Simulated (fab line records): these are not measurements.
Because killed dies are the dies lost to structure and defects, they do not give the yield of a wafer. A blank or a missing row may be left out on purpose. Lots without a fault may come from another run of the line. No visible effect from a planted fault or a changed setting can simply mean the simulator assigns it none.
Split-lot trial ; flow n5-finfet ; 7 lots, 39 wafers read, on a route of 1938 steps

THE SPLIT ITSELF
At N5_MOL_CONTACT_COAG_VIA_ETCH_46 (etches SiO2 in C4F6/O2, target depth 46 nm, overetch 9.2 nm, time 40 s), the setting target-depth-a was moved away from the recipe's 460 angstrom on 18 of the 39 wafers read, by -38.9% to +56.0%. All remaining wafers had this setting at the recipe value.

Reading taken at the split's own step.

THE READING
SOC_of_MOL_CONTACT_COAG_COAT_75.thk-nm (the simulator's own value, which no gauge read), in nm, at N5_MOL_CONTACT_COAG_VIA_ETCH_46 (etches SiO2 in C4F6/O2, target depth 46 nm, overetch 9.2 nm, time 40 s). There is no usual value for it anywhere in the file. Here, 21 wafers ran the recipe; their average is 50.8 nm with a standard deviation of 0.27 nm.

wafer;tool, chamber at the split;target-depth-a as run, angstrom;against the recipe;SOC_of_MOL_CONTACT_COAG_COAT_75.thk-nm, nm;against lot-mates on the recipe
L074.1;rie-diel-01, 2;307.5;-33.2%;52.4;+1.5
L074.2;rie-diel-01, 3;460;recipe;50.6;-
L074.3;rie-diel-01, 0;460;recipe;51;-
L074.4;rie-diel-01, 1;460;recipe;51;-
L074.5;rie-diel-01, 3;307.5;-33.2%;52.6;+1.7
L074.6;rie-diel-01, 2;307.5;-33.2%;52.6;+1.7
L079.1;rie-diel-02, 1;460;recipe;50.6;-
L079.2;rie-diel-02, 3;280.9;-38.9%;53.2;+2.5
L079.3;rie-diel-02, 0;460;recipe;51;-
L079.4;rie-diel-02, 2;280.9;-38.9%;53.2;+2.5
L079.5;rie-diel-02, 1;460;recipe;50.6;-
L079.6;rie-diel-02, 0;280.9;-38.9%;53.2;+2.5
L080.1;rie-diel-01, 2;460;recipe;50.4;-
L080.2;rie-diel-01, 1;460;recipe;50.6;-
L080.3;rie-diel-01, 3;304.6;-33.8%;52.2;+1.7
L080.4;rie-diel-01, 0;304.6;-33.8%;52.6;+2.1
L080.5;rie-diel-01, 2;460;recipe;50.6;-
L080.6;rie-diel-01, 3;304.6;-33.8%;52.4;+1.9
L089.1;rie-diel-02, 1;696.8;+51.5%;48;-3.1
L089.2;rie-diel-02, 3;460;recipe;51.2;-
L089.3;rie-diel-02, 0;460;recipe;51;-
L089.4;rie-diel-02, 2;696.8;+51.5%;48.6;-2.5
L089.5;rie-diel-02, 3;696.8;+51.5%;48.6;-2.5
L089.6;rie-diel-02, 2;460;recipe;51;-
L093.1;rie-diel-02, 3;717.8;+56.0%;48;-2.9
L093.2;rie-diel-02, 0;717.8;+56.0%;47.8;-3.1
L093.3;rie-diel-02, 2;460;recipe;51.2;-
L093.4;rie-diel-02, 1;460;recipe;50.4;-
L093.5;rie-diel-02, 0;460;recipe;51;-
L093.6;rie-diel-02, 3;717.8;+56.0%;48.2;-2.7
L096.1;rie-diel-01, 1;282.9;-38.5%;52.8;+2.1
L096.2;rie-diel-01, 3;460;recipe;50.8;-
L096.3;rie-diel-01, 2;460;recipe;50.8;-
L096.4;rie-diel-01, 0;282.9;-38.5%;53.2;+2.5
L096.5;rie-diel-01, 2;282.9;-38.5%;52.8;+2.1
L096.6;rie-diel-01, 1;460;recipe;50.4;-
L097.1;rie-diel-02, 2;460;recipe;51.2;-
L097.5;rie-diel-02, 1;460;recipe;50.8;-
L097.6;rie-diel-02, 2;460;recipe;51.2;-

FIT RESULTS
A straight line over all 39 wafers: SOC_of_MOL_CONTACT_COAG_COAT_75.thk-nm changes by -0.0512 nm for each +1% of target-depth-a; r = -0.98; the points scatter about the line by 0.27 nm.
The same after taking each lot's own level away (the mean of its wafers on the recipe; 39 wafers): -0.0542 nm for each +1%; r = -0.99; scatter 0.23 nm.
On that fit, the largest move of target-depth-a shifts the reading by 3 nm.
From 50.53 to 51.07 nm: that is the span of the lots' own levels, equal to 2.0 times the standard deviation above.
The two slopes are in agreement: the lot-to-lot level therefore moves the slope only a little.
Check: -3 nm against its lot-mates is what the line predicts for one of the wafers moved furthest among these (+56.0%) when that wafer is left out of the fit. It came out at -2.87 nm against them.

THESE WAFERS: OTHER SPLITS
Note: prior to the reading, these wafers also went through further splits. Each is held against what the fit with the lots' levels taken away leaves over:
other split on the same wafers;wafers away from the commonest value;r with SOC_of_MOL_CONTACT_COAG_COAT_75.thk-nm (lot level and that fit taken away)
N5_FIN_SAQP_ETCH_65 time-s;12;+0.02
N5_FIN_SAQP_SPACER2_ALD_28 target-thk-a;9;-0.16
N5_HKMG_FIN_DEVELOP_48 develop-time-s;15;-0.01

THE WHOLE CHAIN: every reading that the file lists as answering this split, in the file's order
step;what it does;reading;change (the file's fit);r (the file's)
N5_MOL_CONTACT_COAG_VIA_ETCH_46;etches SiO2 in C4F6/O2, target depth 46 nm, overetch 9.2 nm, time 40 s;etch.depth-nm (the simulator's own value, which no gauge read);not straight: 36.36 at the lowest setting, 45.9 at the recipe, 45.39 at the highest;not given
N5_MOL_CONTACT_COAG_VIA_ETCH_46;etches SiO2 in C4F6/O2, target depth 46 nm, overetch 9.2 nm, time 40 s;SOC_of_MOL_CONTACT_COAG_COAT_75.thk-nm (the simulator's own value, which no gauge read);-0.0544 nm for each +1% of the setting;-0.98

THE FILE'S OWN FIT
SOC_of_MOL_CONTACT_COAG_COAT_75.thk-nm changes by -0.0544 nm for each +1% of target-depth-a, r = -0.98.
